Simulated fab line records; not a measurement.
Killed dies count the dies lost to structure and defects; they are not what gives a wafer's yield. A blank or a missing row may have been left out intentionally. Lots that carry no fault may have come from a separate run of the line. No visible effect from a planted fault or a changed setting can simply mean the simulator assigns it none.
Which tool is to blame? + flow nand harc + 12 lots with 36 wafers sampled at 3 steps, on a route of 1302 steps

== WHAT EACH GAUGE READ, for each wafer ==
NHARC_A_BONDPAD_OVL_MEAS_35.
| lot  | measured     | on         | overlay x nm (nm) |
|------|--------------|------------|-------------------|
| L077 | day 23 16:26 | overlay-01 | 6 6 6             |
| L078 | day 24 00:46 | overlay-01 | -10 -9 -9         |
| L081 | day 24 23:58 | overlay-01 | 5 5 5             |
| L080 | day 25 04:10 | overlay-01 | -5 -5 -6          |
| L082 | day 26 12:33 | overlay-01 | -4 -5 -4          |
| L084 | day 27 22:11 | overlay-01 | -3 -3 -3          |
| L087 | day 29 03:25 | overlay-02 | 5 5 5             |
| L088 | day 29 07:50 | overlay-02 | 2 1 2             |
| L091 | day 29 15:13 | overlay-01 | -12 -12 -12       |
| L093 | day 31 06:53 | overlay-02 | -2 -2 -1          |
| L096 | day 32 07:28 | overlay-02 | 1 2 1             |
| L097 | day 33 01:49 | overlay-01 | 3 2 2             |

== WHAT TOOL EACH LOT RAN ON (gives the tool, then ch and the chambers of the sampled wafers, and finally the start) ==
| lot  | NHARC_A_M0_DEP_32               | NHARC_A_M1_DESCUM_14               |
|------|---------------------------------|------------------------------------|
| L077 | pecvd-03 ch 0,1,2, day 23 10:29 | rie diel-02 ch 0,2,3, day 23 11:46 |
| L078 | pecvd-02 ch 1,2, day 23 18:39   | rie diel-02 ch 0,1,3, day 23 20:13 |
| L081 | pecvd-02 ch 0,1,2, day 24 18:02 | rie diel-03 ch 1,2, day 24 19:26   |
| L080 | pecvd-02 ch 0,2, day 24 21:56   | rie diel-03 ch 1,3, day 24 23:24   |
| L082 | pecvd-03 ch 1,2, day 26 06:35   | rie diel-02 ch 0,2,3, day 26 08:02 |
| L084 | pecvd-03 ch 0,1,2, day 27 16:26 | rie diel-07 ch 0,1,3, day 27 17:44 |
| L087 | pecvd-02 ch 0,1,2, day 28 21:32 | rie diel-02 ch 1,2, day 28 22:48   |
| L088 | pecvd-02 ch 0,1, day 29 01:50   | rie diel-02 ch 1,3, day 29 03:16   |
| L091 | pecvd-03 ch 0,2, day 29 09:15   | rie diel-02 ch 0,1,2, day 29 10:38 |
| L093 | pecvd-02 ch 1, day 31 00:48     | rie diel-02 ch 1,2,3, day 31 02:22 |
| L096 | pecvd-02 ch 0,1, day 32 01:32   | rie diel-02 ch 0,1,3, day 32 02:51 |
| L097 | pecvd-02 ch 0,1, day 32 19:55   | rie diel-02 ch 0,3, day 32 21:11   |
- NHARC_A_M0_DEP_32: deposits SiCN, target thk 30 nm.
- NHARC_A_M1_DESCUM_14: chemistry O2, time 3 s.

== THE ANSWER, worked out from the rows above alone ==
Rule: the usual values come from the lots themselves. The widest of any qualifying gaps counts: lots, ordered by their means at a reading, are off when they make up no more than a third of the lots, leave a main group of 4 or more, and stand apart from it by 3 or more times the standard deviation of that group's means. If all means in a main group match to the digits the tables above print for the reading, that group is not used. Also off: a lot with no number at a reading for which 4 or more lots have one. The other lots that the step has rows for count as sound.
Nothing can be told from this: no lot is off at any reading shown.

== WHAT THE SIMULATOR HAD PUT IN ==
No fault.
